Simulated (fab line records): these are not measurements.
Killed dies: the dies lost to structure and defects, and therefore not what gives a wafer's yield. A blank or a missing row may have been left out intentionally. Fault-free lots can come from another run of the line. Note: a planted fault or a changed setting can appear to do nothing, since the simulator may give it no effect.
Struck lot and sound lot, side by side    flow n5 finfet    36 out of 1938 route steps
Sound: the wafers L934.1, L934.3, L934.4. Struck: wafer L921.5 (left out: L921.1, L921.2 of the same lot, which were not struck); the cause appears at the end.
For every step that has rows: the tool of each side, followed by ch and its chambers, followed by its first start. Under that, the readings that differ: sound wafers    struck wafers    difference of the means    sigmas: that difference in standard deviations of wafers without a fault.
alike: words and numbers the same on both sides, and readings whose means are apart by under 2 such deviations; not compared: readings that were withheld, readings missing a value for some wafer, numbers with overlapping values and no deviation given by the record, and bounds like >300 which may hide the same value.
Wherever a step has rows on one side only, a row that says differs or no value, or a row with sigmas, the two part there. Non-overlapping numbers with no deviation appear without sigmas and do not part them. Lack of a reading on every wafer of one side parts them only where that side has two or more wafers.

first, 8 steps without rows for these wafers: N5_BEOL_M9_SPUTTER_48 (material Cu, target thk 12 nm, time 2 s); N5_BEOL_M9_ECD_50 (material Cu, target thk 318 nm); N5_BEOL_M9_ANNEAL_51 (time 90 s); N5_BEOL_M9_CMP_52 (polishes, stops on SiCOH lowk, t overpolish 7 s, target thk 140 nm); N5_BEOL_M9_PRE_CLEAN_55 (time 15 s); N5_BEOL_M9_DEP_56 (deposits SiCN from 3MS/NH3, target thk 15 nm, time 26.5 s); N5_BEOL_M10_ILD_DEP_00 (deposits SiCOH lowk from DEMS/porogen, target thk 308.51 nm, time 58 s); N5_BEOL_M10_CURE_71 (cures SiCOH lowk, time 240 s).
N5_BEOL_M10_PECVD_70: deposits SiO2 from TEOS/O2, target thk 20 nm, time 22.7 s.
  sound on pecvd-02 ch 0,1,2, day 15 03:14; struck on pecvd-02 ch 1, day 11 16:34
reading                                      sound     struck  difference  sigmas
model.SiO2_of_BEOL_M10_PECVD_70.thk nm (nm)  20 20 20  31      +11         
  alike: heater power w, showerhead plenum p Torr, showerhead vpp V, throttle valve pct
  not compared: since wet clean h
then, 24 steps without rows for these wafers: N5_BEOL_M10_HM_DEP_02 (deposits TiN, target thk 20 nm); N5_BEOL_M10_COAT_59 (time 60 s, resist thk 100 nm); N5_BEOL_M10_COAT_60 (time 60 s, resist thk 30 nm); N5_BEOL_M10_COAT_05 (resist thk 90 nm); N5_BEOL_M10_EBR_07; N5_BEOL_M10_SOFTBAKE_06 (time 60 s); N5_BEOL_M10_EXPOSE_08 (exposes mask M10); N5_BEOL_M10_PEB_09 (peb time 60 s); N5_BEOL_M10_DEVELOP_10 (develop time 30 s); N5_BEOL_M10_DESCUM_16 (chemistry O2, time 7.9 s); N5_BEOL_M10_ETCH_61 (etches SiARC in CF4, target depth 39 nm, time 65 s); N5_BEOL_M10_ETCH_62 (etches SOC in N2/H2, target depth 110 nm, overetch 22 nm, time 165 s); N5_BEOL_M10_STRIP_68 (strips in N2/H2); N5_BEOL_M10_STRIP_67 (strips in CF4); N5_BEOL_M10_HM_OPEN_17 (chemistry Cl2/BCl3, target TiN, target depth 20 nm, overetch 6 nm); N5_BEOL_M10_STRIP_19 (strips in O2); N5_BEOL_M10_COAT_63 (time 60 s, resist thk 100 nm); N5_BEOL_M10_COAT_64 (time 60 s, resist thk 30 nm); N5_BEOL_M10_COAT_22 (resist thk 90 nm); N5_BEOL_M10_EBR_24; N5_BEOL_M10_SOFTBAKE_23 (time 60 s); N5_BEOL_M10_EXPOSE_25 (exposes mask V9); N5_BEOL_M10_PEB_26 (peb time 60 s); N5_BEOL_M10_DEVELOP_27 (develop time 30 s).
N5_BEOL_M10_HM_STRIP_39: strips TiN in peroxide tin strip, target depth 25 nm, time 158 s.
  sound on wet bench-01 ch 0,1,2, day 15 06:17; struck on wet bench-03 ch 3, day 11 19:52
reading                                      sound         struck  difference  sigmas
model.SiO2_of_BEOL_M10_PECVD_70.thk nm (nm)  19.8 20 19.8  30.8    +10.9       
N5_BEOL_M10_CMP_52: polishes, stops on SiCOH lowk, t overpolish 7 s, target thk 140 nm.
  sound on cmp-03 ch 0,1,2, day 15 08:18; struck on cmp-01 ch 3, day 11 22:04
reading                       sound              struck  difference  sigmas
barrier field endpoint s (s)  27.0 28.5 27.0     42.2    +14.7       +17
overpolish run s (s)          6.996 6.996 7.012  4.865   -2.136      -99 or more
  alike: motor current A
N5_PASSIVATION_PROBE_49:
  the record has rows for the sound wafers here (prober-01, day 17 07:27) and none for the struck ones

WHERE THEY PART
At N5_BEOL_M10_CMP_52 first; at N5_PASSIVATION_PROBE_49 last (within this record only).

WHY: what had been put in by the simulator
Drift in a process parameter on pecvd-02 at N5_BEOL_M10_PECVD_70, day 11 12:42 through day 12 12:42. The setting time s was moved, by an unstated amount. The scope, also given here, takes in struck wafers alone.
